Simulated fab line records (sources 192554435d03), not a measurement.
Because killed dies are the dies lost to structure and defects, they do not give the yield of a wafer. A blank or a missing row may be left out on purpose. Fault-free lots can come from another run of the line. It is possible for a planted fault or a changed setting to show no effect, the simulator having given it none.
Struck lot and sound lot, side by side || flow n5 finfet || 16 steps out of a route of 1938
Sound: wafers L213.1, L213.3, L213.4. Struck: wafers L215.1, L215.4, L215.6. The cause is named last.
For every step that has rows: the tool of each side, followed by ch and its chambers, followed by its first start. Under that, the readings that differ: sound wafers || struck wafers || difference of the means || sigmas: that difference in standard deviations of wafers without a fault.
alike: same words and numbers on both sides, and readings whose means sit less than 2 such deviations apart. not compared: any withheld reading, any reading some wafer has no value for, any bound like >300 that may hide the same value, and any number with overlapping values for which the record gives no deviation.
The two part at a step that has a row with sigmas, a row that says differs or no value, or rows on one side only. Numbers that have no deviation but don't overlap get no sigmas and don't part them. A reading missing from all wafers of one side parts the sides only when that side holds two or more wafers.

N5_GATE_CUT_INSPECT_15: inspects for defects (brightfield).
  sound: defect inspect-01 at day 6 21:45; struck: defect inspect-01 at day 7 07:14
  alike: raw defect count
then, 2 steps without rows for these wafers: N5_GATE_CUT_DESCUM_18 (chemistry O2, time 7 s); N5_GATE_CUT_ETCH_28 (etches underlayer in N2/H2, target depth 13 nm, time 10.4 s).
N5_GATE_CUT_ETCH_36: etches SiARC in CF4, target depth 13 nm, time 21.7 s.
  sound on rie diel-03 ch 0,1,3, day 6 21:50; struck on rie diel-04 ch 0,2, day 7 07:35
{"reading": "drypump motor current A (A)", "sound": "5.1 5.5 5.6", "struck": "6.5 6.1 6.5", "difference": "+1.0", "sigmas": "+2"}
  alike: etch rf on time s, oes product au, rf vpp V, showerhead plenum p Torr, throttle valve pct
  not compared: rf hours counter h
then, 3 steps without rows for these wafers: N5_GATE_CUT_ETCH_37 (etches SOC in N2/H2, target depth 60 nm, overetch 12 nm, time 90 s); N5_GATE_CUT_STRIP_38 (strips in N2/H2); N5_GATE_CUT_STRIP_39 (strips in N2/H2).
N5_GATE_CUT_HM_OPEN_40: chemistry C4F6/O2, target SiO2, target depth 139 nm, time 85.1 s.
  sound on rie diel-03 ch 0,1,3, day 6 21:57; struck on rie diel-04 ch 0,2, day 7 07:41
{"reading": "drypump motor current A (A)", "sound": "5.1 5.5 5.6", "struck": "6.5 6.2 6.5", "difference": "+1.0", "sigmas": "+2"}
  alike: etch rf on time s, oes product au, rf vpp V, showerhead plenum p Torr, throttle valve pct
  not compared: rf hours counter h
N5_GATE_CUT_STRIP_41: strips in CF4.
  sound on rie diel-03 ch 0,1,3, day 6 22:01; struck on rie diel-04 ch 0,2, day 7 07:46
{"reading": "drypump motor current A (A)", "sound": "5.1 5.5 5.6", "struck": "6.5 6.2 6.5", "difference": "+1.0", "sigmas": "+2"}
  alike: oes product au, rf vpp V, showerhead plenum p Torr, throttle valve pct
  not compared: rf hours counter h
N5_GATE_CUT_STRIP_42: strips in O2.
  sound on rie diel-03 ch 0,1,3, day 6 22:02; struck on rie diel-04 ch 0,2, day 7 07:47
{"reading": "drypump motor current A (A)", "sound": "5.1 5.4 5.6", "struck": "6.6 6.2 6.5", "difference": "+1.1", "sigmas": "+2"}
{"reading": "rf vpp V (V)", "sound": "2.8 3.4 3.4", "struck": "3.4 5.2 4.2", "difference": "+1.1", "sigmas": "+2"}
  alike: oes product au, showerhead plenum p Torr, throttle valve pct
  not compared: rf hours counter h
then, 2 steps without rows for these wafers: N5_GATE_CUT_ETCH_19 (etches SiNx in CH3F/O2, target depth 53.7 nm, time 76.7 s); N5_GATE_CUT_CUT_ETCH_53 (etches W in SF6/Cl2, target depth 79.2 nm).
N5_GATE_CUT_CUT_ETCH_54: etches TiN in Cl2/BCl3, target depth 96.7 nm.
  sound on rie metal-01 ch 0,1, day 6 22:14; struck on rie metal-03 ch 0,1, day 7 07:59
{"reading": "etch rf on time s (s)", "sound": "37.2 37.1 36.3", "struck": "26.9 26.9 26.3", "difference": -10.2, "sigmas": -20}
{"reading": "oes product au (a.u.)", "sound": "0.54 0.54 0.60", "struck": "1.07 1.08 0.87", "difference": "+0.45", "sigmas": "+4"}
  alike: drypump motor current A, throttle valve pct
  not compared: rf hours counter h
N5_GATE_CUT_CUT_ETCH_55: etches HfO2 in BCl3, target depth 3.2 nm.
  sound on rie metal-01 ch 0,1, day 6 22:18; struck on rie metal-03 ch 0,1, day 7 08:02
{"reading": "oes product au (a.u.)", "sound": "0.61 0.61 0.67", "struck": "0.98 0.98 0.78", "difference": "+0.28", "sigmas": "+2"}
  alike: drypump motor current A, throttle valve pct
  not compared: rf hours counter h
-- a jump in the record: the struck wafers' starts before and after are 4 days apart (it breaks off in module GATE_CUT and resumes in module BEOL_M4, where the first step shown is number 1111 of the route) --
N5_BEOL_M4_RC_MEAS_101:
  sound on prober-02 ch 0, day 10 08:32; struck on prober-01 ch 0, day 10 21:54
  alike: DIBL_N, DIBL_P, IOFF_N, IOFF_P, ION_N, ION_P, SS_N, SS_P, VT_N, VT_P
following that, these wafers have no rows for 1 step: N5_PASSIVATION_PROBE_49.

## WHERE THEY PART
Earliest at N5_GATE_CUT_ETCH_36; latest, in this record, at N5_GATE_CUT_CUT_ETCH_55. Later steps at which nothing parts them and some readings are alike: N5_BEOL_M4_RC_MEAS_101.

WHY: the cause the simulator had injected
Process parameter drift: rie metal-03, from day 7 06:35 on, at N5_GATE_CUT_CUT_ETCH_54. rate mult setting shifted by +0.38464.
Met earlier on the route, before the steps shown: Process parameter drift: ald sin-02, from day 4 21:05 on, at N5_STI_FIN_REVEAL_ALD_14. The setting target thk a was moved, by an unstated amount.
